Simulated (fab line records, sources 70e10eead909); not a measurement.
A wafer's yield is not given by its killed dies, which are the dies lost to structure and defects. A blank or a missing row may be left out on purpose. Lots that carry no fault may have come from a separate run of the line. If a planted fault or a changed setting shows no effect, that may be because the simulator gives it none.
Struck lot and sound lot, side by side	flow nand-harc	14 out of 1302 route steps
Sound: wafers L193.3, L193.5, L193.6. Wafers L210.1, L210.2, L210.3 were the ones struck. Last of all comes the cause.
Per side, at each step with rows, come the tool, then ch with its chambers, and then its first start. Under that, the readings that differ: sound wafers	struck wafers	difference of the means	sigmas: that difference in standard deviations of wafers without a fault.
alike: words and numbers the same on both sides, and readings whose means are apart by under 2 such deviations; not compared: readings that were withheld, readings missing a value for some wafer, numbers with overlapping values and no deviation given by the record, and bounds like >300 which may hide the same value.
A row with sigmas, a row that says differs or no value, or rows on one side alone: a step with any of these is where the two part. When numbers do not overlap yet have no deviation, they are printed without sigmas and do not part them. Lack of a reading on every wafer of one side parts them only where that side has two or more wafers.

first, 5 steps without rows for these wafers: NHARC_A_CONTACT_SOFTBAKE_37 (time 55 s); NHARC_A_CONTACT_EBR_38; NHARC_A_CONTACT_EXPOSE_39 (exposes mask A CC 3); NHARC_A_CONTACT_PEB_40 (peb time 65 s); NHARC_A_CONTACT_DEVELOP_41 (develop time 35 s).
NHARC_A_CONTACT_CD_MEAS_42: the cd target is 300 nm.
  sound on cd-sem-01 ch 0, day 21 22:52; struck on cd-sem-02 ch 0, day 28 20:35
  alike: cd-nm
NHARC_A_CONTACT_OVL_MEAS_43:
  sound: overlay-01 at day 21 22:57; struck: overlay-01 at day 28 20:40
  alike: overlay-x-nm, overlay-y-nm
NHARC_A_CONTACT_INSPECT_44:
  sound: defect-inspect-01 at day 21 22:59; struck: defect-inspect-02 at day 28 20:43
reading	sound	struck	difference	sigmas
raw-defect-count	137 150 143	29 22 24	-118	-4
NHARC_A_CONTACT_DESCUM_47: chemistry O2, time 3 s.
  sound on rie-diel-11 ch 0,3, day 21 23:04; struck on rie-diel-07 ch 1,2,3, day 28 20:46
  alike: drypump-motor-current-A, oes-product-au, rf-vpp-V, showerhead-plenum-p-Torr, throttle-valve-pct
  not compared: rf-hours-counter-h
NHARC_A_CONTACT_ETCH_48: etches the open film in CF4, target depth 39 nm, time 65 s.
  sound on rie-diel-11 ch 0,3, day 21 23:08; struck on rie-diel-07 ch 0,1,2, day 28 20:51
  alike: bias-w, drypump-motor-current-A, oes-product-au, rf-vpp-V, showerhead-plenum-p-Torr, throttle-valve-pct
  not compared: rf-hours-counter-h
NHARC_A_CONTACT_ETCH_49: etches the open film in N2/H2, target depth 260 nm, time 475.3 s.
  sound: rie-diel-11 ch 0,1; struck: rie-diel-07 ch 0,2,3
  alike: bias-w, drypump-motor-current-A, oes-product-au, rf-vpp-V, showerhead-plenum-p-Torr, throttle-valve-pct
  not compared: rf-hours-counter-h
NHARC_A_CONTACT_ETCH_50: etches the open film in CF4/CHF3, target depth 121 nm, time 60.5 s.
  sound: rie-diel-11 ch 0,2,3; struck: rie-diel-07 ch 0,1,2
  alike: bias-w, drypump-motor-current-A, oes-product-au, rf-vpp-V, showerhead-plenum-p-Torr, throttle-valve-pct
  not compared: rf-hours-counter-h
NHARC_A_CONTACT_ETCH_51: etches the open film in O2/COS, target depth 7000 nm, time 1820 s.
  sound on rie-diel-11 ch 1,2, day 21 23:47; struck on rie-diel-07 ch 0,1,3, day 28 21:23
reading	sound	struck	difference	sigmas
o2-flow-sccm (sccm)	400.7 401.3 400.0	321.3 319.5 320.3	-80.3	-62
throttle-valve-pct (%)	28.331 28.332 28.326	25.246 25.241 25.242	-3.087	-99 or more
  alike: bias-w, drypump-motor-current-A, oes-product-au, rf-vpp-V, showerhead-plenum-p-Torr
  not compared: rf-hours-counter-h
NHARC_A_CONTACT_ETCH_111: etches the open film in C4F8/O2/Ar, time 140 s, target depth 700 nm.
  sound on har-cap-etch-03 ch 0,1, day 22 00:56; struck on har-cap-etch-03 ch 0,1, day 28 22:34
  not compared: rf-hours-counter-h

WHERE THEY PART
Earliest at NHARC_A_CONTACT_INSPECT_44; latest, in this record, at NHARC_A_CONTACT_ETCH_51.

WHY: the cause the simulator had injected
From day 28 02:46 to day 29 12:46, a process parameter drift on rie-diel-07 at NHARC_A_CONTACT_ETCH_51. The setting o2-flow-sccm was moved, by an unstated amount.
